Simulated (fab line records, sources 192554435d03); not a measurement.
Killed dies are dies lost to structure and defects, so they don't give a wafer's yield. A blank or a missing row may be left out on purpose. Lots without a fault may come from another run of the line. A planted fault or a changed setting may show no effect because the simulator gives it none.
A struck lot beside a sound one | flow n5_finfet | 37 steps out of a route of 1938
Sound: wafers L758.3, L758.4, L758.6. Struck: wafers L750.2, L750.3, L750.5. The cause comes at the end.
At each step with rows: each side's tool, then ch and its chambers, then its first start. Under that, the readings that differ: sound wafers | struck wafers | difference of the means | sigmas: that difference in standard deviations of wafers without a fault.
alike: readings whose means differ by less than 2 such deviations, and words and numbers that are the same on both sides. not compared: withheld readings, readings that some wafer has no value for, bounds like >300 that may hide the same value, and numbers for which the record gives no deviation and whose values overlap.
The two part at a step that has a row with sigmas, a row that says differs or no value, or rows on one side only. Numbers that don't overlap but have no deviation are shown without sigmas and don't part them. A reading that every wafer of one side lacks parts them only if that side has two wafers or more.

first, 9 steps without rows for these wafers: N5_MOL_CONTACT_COAG_EXPOSE_05 (exposes mask CA, defocus 0 nm); N5_MOL_CONTACT_COAG_PEB_06 (peb time 60 s); N5_MOL_CONTACT_COAG_DEVELOP_07 (develop time 30 s); N5_MOL_CONTACT_COAG_DESCUM_13 (chemistry O2, time 7 s); N5_MOL_CONTACT_COAG_ETCH_59 (etches underlayer in N2/H2, target depth 13 nm, time 10.4 s); N5_MOL_CONTACT_COAG_ETCH_105 (etches SiARC in CF4, target depth 15.6 nm, time 26 s); N5_MOL_CONTACT_COAG_ETCH_106 (etches SOC in N2/H2, target depth 80 nm, overetch 16 nm, time 120 s); N5_MOL_CONTACT_COAG_STRIP_107 (strips in N2/H2); N5_MOL_CONTACT_COAG_STRIP_108 (strips in N2/H2).
N5_MOL_CONTACT_COAG_CONTACT_ETCH_14: etches SiO2 in C4F6/O2, target depth 27.5 nm, overetch 8.5 nm, time 20 s.
  sound on rie_diel-01 ch 0,1,2, day 8 12:56; struck on rie_diel-06 ch 1,2, day 6 12:40
  reading             | sound             | struck            | difference | sigmas
  oes_f_703_au (a.u.) | 1.01 0.95 0.74    | 0.56 0.60 0.56    | -0.33      | -3
  rf_fwd_power_W (W)  | 365.7 360.6 364.2 | 274.7 275.6 273.7 | -88.8      | -47
  rf_vpp_V (V)        | 692 691 695       | 757 753 756       | +63        | +19
  alike: drypump_motor_current_A, oes_product_au, showerhead_plenum_p_Torr, throttle_valve_pct
  not compared: rf_hours_counter_h
then, 1 step without rows for these wafers: N5_MOL_CONTACT_COAG_STRIP_109 (strips in C4F6/O2).
N5_MOL_CONTACT_COAG_ETCH_15: etches SiNx in CH3F/O2, stops on Si:P, target depth 7 nm.
  sound on rie_diel-01 ch 0,1,2, day 8 12:59; struck on rie_diel-06 ch 0,1, day 6 12:43
  reading                                            | sound        | struck       | difference | sigmas
  model.SOC_of_MOL_CONTACT_COAG_COAT_103.thk_nm (nm) | 74.8 75 75.2 | 76 75.8 75.6 | +1         |
  alike: drypump_motor_current_A, oes_f_703_au, oes_product_au, rf_fwd_power_W, rf_vpp_V, showerhead_plenum_p_Torr, throttle_valve_pct
  not compared: rf_hours_counter_h
N5_MOL_CONTACT_COAG_ETCH_110: etches Si in CF4/O2, target depth 2.5 nm, time 8 s.
  sound on rie_diel-01 ch 0,1,2, day 8 13:02; struck on rie_diel-06 ch 0,1, day 6 12:48
  reading                                            | sound          | struck         | difference | sigmas
  model.SOC_of_MOL_CONTACT_COAG_COAT_103.thk_nm (nm) | 73.4 73.4 73.8 | 74.6 74.2 74.2 | +0.8       |
  alike: drypump_motor_current_A, oes_f_703_au, oes_product_au, rf_fwd_power_W, rf_vpp_V, showerhead_plenum_p_Torr, throttle_valve_pct
  not compared: rf_hours_counter_h
then, 22 steps without rows for these wafers: N5_MOL_CONTACT_COAG_STRIP_98 (strips in N2/H2); N5_MOL_CONTACT_COAG_IMPLANT_129; N5_MOL_CONTACT_COAG_PRECLEAN_111 (cleans in NF3:NH3, afs cycles 1, time 20 s, sublimation time 60 s); N5_MOL_CONTACT_COAG_TI_SIL_19 (material Ti, target thk 4.2 nm, time 15 s); N5_MOL_CONTACT_COAG_ALD_20 (deposits TiN, target thk 1.5 nm, pulse time 1 s, purge time 3 s); N5_MOL_CONTACT_COAG_SIL_ANNEAL_21 (time 60 s); N5_MOL_CONTACT_COAG_PRE_CLEAN_141 (time 60 s); N5_MOL_CONTACT_COAG_SPUTTER_143 (material Co, target thk 2.5 nm); N5_MOL_CONTACT_COAG_CO_FILL_22 (material Co, precursor CCTBA/H2, target thk 20 nm); N5_MOL_CONTACT_COAG_ANNEAL_113 (time 300 s); N5_MOL_CONTACT_COAG_PRE_CLEAN_142 (time 60 s); N5_MOL_CONTACT_COAG_SPUTTER_130 (material Co, target thk 47.5 nm); N5_MOL_CONTACT_COAG_PRECLEAN_125 (cleans in DIW, time 57.5 s); N5_MOL_CONTACT_COAG_SRD_126 (dry time 32 s); N5_MOL_CONTACT_COAG_CMP_23 (polishes, stops on SiO2, t overpolish 1.5 s, target thk 0 nm); N5_MOL_CONTACT_COAG_WET_ETCH_26 (target Co, target depth 13 nm); N5_MOL_CONTACT_COAG_WET_ETCH_116 (etches the open film in SC1-inhibited, target depth 4.6 nm, rinse time 30 s); N5_MOL_CONTACT_COAG_ALD_27 (deposits SiOC, target thk 17 nm, pulse time 1.5 s, time 2720 s); N5_MOL_CONTACT_COAG_CMP_28 (polishes, stops on SiNx, t overpolish 0.85 s, target thk 14.522 nm); N5_MOL_CONTACT_COAG_ALD_123 (deposits SiNx, target thk 5 nm, pulse time 1 s, purge time 2 s); N5_MOL_CONTACT_COAG_PECVD_31 (deposits SiO2 from TEOS/O2, target thk 46 nm, time 8.9 s); N5_MOL_CONTACT_COAG_COAT_75 (time 60 s, resist thk 60 nm).
-- the record jumps here: 3 days lie between the struck wafers' starts before and after (it left off in module MOL_CONTACT_COAG and takes up again in module BEOL_M4, whose first step shown is number 1111 of the route) --
N5_BEOL_M4_RC_MEAS_101:
  sound on prober-02 ch 0, day 12 06:32; struck on prober-02 ch 0, day 9 21:36
  reading             | sound             | struck            | difference | sigmas
  DIBL_N (mV/V)       | 38.1 38.1 38.0    | 34.2 35.7 34.4    | -3.3       | -2
  IOFF_P (nA/um)      | 0.26 0.26 0.26    | 0.18 0.19 0.17    | -0.08      | -2
  ION_N (uA/um)       | 676 684 690       | 650 656 642       | -34        | -3
  ION_P (uA/um)       | 460 460 469       | 445 444 439       | -20        | -3
  RC_DENSE_N (ohm.um) | 19.2 19.3 18.8    | 32.8 30.6 33.0    | +13.0      | +28
  RC_DENSE_P (ohm.um) | 24.5 24.4 24.0    | 40.9 38.0 41.0    | +15.7      | +24
  RC_N (ohm.um)       | 15.8 15.6 15.3    | 27.2 24.8 26.9    | +10.7      | +29
  RC_P (ohm.um)       | 20.0 20.1 19.5    | 33.4 30.7 33.3    | +12.6      | +24
  REXT_N (ohm.um)     | 75.4 74.8 74.7    | 85.9 83.1 84.0    | +9.4       | +6
  REXT_P (ohm.um)     | 105.7 103.6 103.6 | 109.7 108.5 110.7 | +5.3       | +2
  VT_P (mV)           | -247 -246 -244    | -256 -253 -258    | -10        | -3
  alike: DIBL_P, IOFF_N, SS_N, SS_P, VT_N
N5_PASSIVATION_PROBE_49:
  the record has rows for the sound wafers here (prober-01, day 16 12:02) and none for the struck ones

WHERE THEY PART
First at N5_MOL_CONTACT_COAG_CONTACT_ETCH_14; last, within this record, at N5_PASSIVATION_PROBE_49.

WHY: what the simulator had put in
Process parameter drift: rie_diel-06, from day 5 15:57 on, at N5_MOL_CONTACT_COAG_CONTACT_ETCH_14. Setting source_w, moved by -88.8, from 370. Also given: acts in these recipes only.
